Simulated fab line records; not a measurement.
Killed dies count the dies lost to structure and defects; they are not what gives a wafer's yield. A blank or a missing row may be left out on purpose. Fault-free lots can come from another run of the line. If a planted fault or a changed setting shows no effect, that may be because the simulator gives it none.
Lot-split experiment	flow n5_finfet	39 wafers read across 7 lots, on a route 1938 steps long

## SPLIT DETAILS
At N5_DUMMY_GATE_ETCH_32 (etches SiO2 in CF4, target depth 3.5 nm, time 3.9 s), the setting time_s was moved away from the recipe's 3.9 s on 18 of the 39 wafers read, by -21.8% to +11.3%. This setting was run at the recipe's value on the other wafers.

The reading comes from the split's own step.

## THE READING
etch.depth_nm (the simulator's own value, which no gauge read), in nm, at N5_DUMMY_GATE_ETCH_32 (etches SiO2 in CF4, target depth 3.5 nm, time 3.9 s). The file gives no usual value for it. Average 3.509 nm, standard deviation 0.043 nm, over the 21 wafers here run with the recipe.

wafer	tool, chamber at the split	time_s as run, s	against the recipe	etch.depth_nm, nm	against lot-mates on the recipe
L074.1	rie_si-02, 1	3.395	-12.9%	3.078	-0.396
L074.2	rie_si-02, 0	3.395	-12.9%	3.05	-0.424
L074.3	rie_si-02, 3	3.9	recipe	3.498	-
L074.4	rie_si-02, 2	3.395	-12.9%	2.971	-0.503
L074.5	rie_si-02, 2	3.9	recipe	3.412	-
L074.6	rie_si-02, 3	3.9	recipe	3.512	-
L076.1	rie_si-06, 1	3.9	recipe	3.442	-
L076.2	rie_si-06, 3	4.342	+11.3%	3.946	+0.469
L076.3	rie_si-06, 2	4.342	+11.3%	3.903	+0.426
L076.4	rie_si-06, 0	4.342	+11.3%	3.871	+0.394
L076.5	rie_si-06, 1	3.9	recipe	3.478	-
L076.6	rie_si-06, 0	3.9	recipe	3.512	-
L078.1	rie_si-02, 2	3.9	recipe	3.41	-
L078.2	rie_si-02, 3	3.05	-21.8%	2.756	-0.725
L078.3	rie_si-02, 0	3.05	-21.8%	2.766	-0.715
L078.4	rie_si-02, 1	3.9	recipe	3.524	-
L078.5	rie_si-02, 1	3.9	recipe	3.51	-
L078.6	rie_si-02, 0	3.05	-21.8%	2.762	-0.719
L081.1	rie_si-06, 0	3.352	-14.1%	3.035	-0.483
L081.2	rie_si-06, 1	3.352	-14.1%	2.982	-0.536
L081.3	rie_si-06, 2	3.352	-14.1%	3.023	-0.495
L081.4	rie_si-06, 3	3.9	recipe	3.543	-
L081.5	rie_si-06, 1	3.9	recipe	3.501	-
L081.6	rie_si-06, 2	3.9	recipe	3.509	-
L094.1	rie_si-02, 1	3.9	recipe	3.572	-
L094.2	rie_si-02, 0	3.9	recipe	3.506	-
L094.3	rie_si-02, 2	4.282	+9.8%	3.746	+0.213
L094.4	rie_si-02, 3	3.9	recipe	3.522	-
L094.5	rie_si-02, 3	4.282	+9.8%	3.851	+0.318
L094.6	rie_si-02, 0	4.282	+9.8%	3.844	+0.311
L095.1	rie_si-06, 3	3.457	-11.4%	3.157	-0.392
L095.2	rie_si-06, 0	3.457	-11.4%	3.117	-0.432
L095.3	rie_si-06, 2	3.9	recipe	3.526	-
L095.4	rie_si-06, 1	3.9	recipe	3.545	-
L095.5	rie_si-06, 3	3.9	recipe	3.576	-
L095.6	rie_si-06, 2	3.457	-11.4%	3.151	-0.398
L096.2	rie_si-06, 3	3.9	recipe	3.514	-
L096.4	rie_si-06, 2	3.9	recipe	3.53	-
L096.5	rie_si-06, 3	3.9	recipe	3.542	-

THE FIT
A straight line over all 39 wafers: etch.depth_nm changes by +0.0343 nm for each +1% of time_s; r = +0.99; the points scatter about the line by 0.042 nm.
The same after taking each lot's own level away (the mean of its wafers on the recipe; 39 wafers): +0.034 nm for each +1%; r = +0.99; scatter 0.04 nm.
On that fit, the largest move of time_s shifts the reading by 0.74 nm.
Across the lots, their own levels run from 3.4740 to 3.5490 nm, a range of 1.8 times the standard deviation given above.
The two slopes are in agreement: the lot-to-lot level therefore moves the slope only a little.
Check: for one of the wafers moved furthest among these (-21.8%), held out of the fit, the line's prediction against its lot-mates is -0.747 nm. Against them it came out at -0.725 nm.

## OTHER SPLITS APPLIED TO THESE WAFERS
These wafers also went through other splits before the reading. Each is held against what the fit with the lots' levels taken away leaves over:
other split on the same wafers	wafers away from the commonest value	r with etch.depth_nm (lot level and that fit taken away)
N5_PMOS_HMC_CHANNEL_EPI_EPI_20 temp_c	9	-0.13
N5_FIN_SAQP_ALD_61 ald_cycles	15	-0.04
N5_DUMMY_GATE_ETCH_37 source_w	15	+0.23

## THE FILE'S OWN FIT
etch.depth_nm changes by +0.0341 nm for each +1% of time_s, r = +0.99.
